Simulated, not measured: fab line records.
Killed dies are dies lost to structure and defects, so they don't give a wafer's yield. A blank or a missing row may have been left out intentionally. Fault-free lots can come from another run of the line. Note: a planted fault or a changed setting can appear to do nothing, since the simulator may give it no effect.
Chamber matching / flow n5-finfet / N5_BEOL_M10_ETCH_62 on rie-diel-01: 4 sister chambers
The step etches SOC in N2/H2, target depth 110 nm, overetch 22 nm, time 165 s. 8 wafers are shown with their chamber, then 9 later ones without.

## WAFERS, EACH WITH ITS CHAMBER
wafer=L078.6; chamber=0; showerhead-plenum-p-Torr (Torr)=2.48; throttle-valve-pct (%)=17.84
wafer=L080.4; chamber=0; showerhead-plenum-p-Torr (Torr)=2.48; throttle-valve-pct (%)=17.84
wafer=L082.1; chamber=3; showerhead-plenum-p-Torr (Torr)=2.68; throttle-valve-pct (%)=17.92
wafer=L082.4; chamber=1; showerhead-plenum-p-Torr (Torr)=2.48; throttle-valve-pct (%)=17.91
wafer=L084.5; chamber=1; showerhead-plenum-p-Torr (Torr)=2.47; throttle-valve-pct (%)=17.91
wafer=L086.2; chamber=2; showerhead-plenum-p-Torr (Torr)=2.46; throttle-valve-pct (%)=17.38
wafer=L086.4; chamber=3; showerhead-plenum-p-Torr (Torr)=2.67; throttle-valve-pct (%)=17.93
wafer=L086.5; chamber=2; showerhead-plenum-p-Torr (Torr)=2.46; throttle-valve-pct (%)=17.38

## WAFERS WITH NO CHAMBER GIVEN
wafer=L090.1; showerhead-plenum-p-Torr (Torr)=2.47; throttle-valve-pct (%)=17.94
wafer=L090.4; showerhead-plenum-p-Torr (Torr)=2.47; throttle-valve-pct (%)=17.95
wafer=L090.6; showerhead-plenum-p-Torr (Torr)=2.45; throttle-valve-pct (%)=17.40
wafer=L091.1; showerhead-plenum-p-Torr (Torr)=2.66; throttle-valve-pct (%)=17.97
wafer=L091.2; showerhead-plenum-p-Torr (Torr)=2.45; throttle-valve-pct (%)=17.41
wafer=L091.4; showerhead-plenum-p-Torr (Torr)=2.47; throttle-valve-pct (%)=17.95
wafer=L093.2; showerhead-plenum-p-Torr (Torr)=2.46; throttle-valve-pct (%)=17.96
wafer=L093.4; showerhead-plenum-p-Torr (Torr)=2.46; throttle-valve-pct (%)=17.98
wafer=L093.6; showerhead-plenum-p-Torr (Torr)=2.45; throttle-valve-pct (%)=17.43

## EACH ONE'S CHAMBER
wafer=L090.1; from the rows above=1; in truth=1
wafer=L090.4; from the rows above=1; in truth=1
wafer=L090.6; from the rows above=2; in truth=2
wafer=L091.1; from the rows above=3; in truth=3
wafer=L091.2; from the rows above=2; in truth=2
wafer=L091.4; from the rows above=1; in truth=1
wafer=L093.2; from the rows above=1; in truth=1
wafer=L093.4; from the rows above=1; in truth=1
wafer=L093.6; from the rows above=2; in truth=2
Placed correctly: 9 of 9. Can't be placed from these rows: 0. Wrongly placed: 0.
How it was worked out, from the rows above alone: a wafer's distance from a chamber is the root of the sum, over the readings, of the square of ((its reading less the chamber's mean) divided by the reading's scatter). If the next closest chamber is less than 2 further off than the closest, the wafer can't be placed; otherwise it belongs to the closest. A chamber's mean is the mean of its shown wafers. The scatter is the square root of a quotient: the sum, over the shown wafers, of each reading's squared deviation from its chamber's mean, divided by wafers minus chambers.
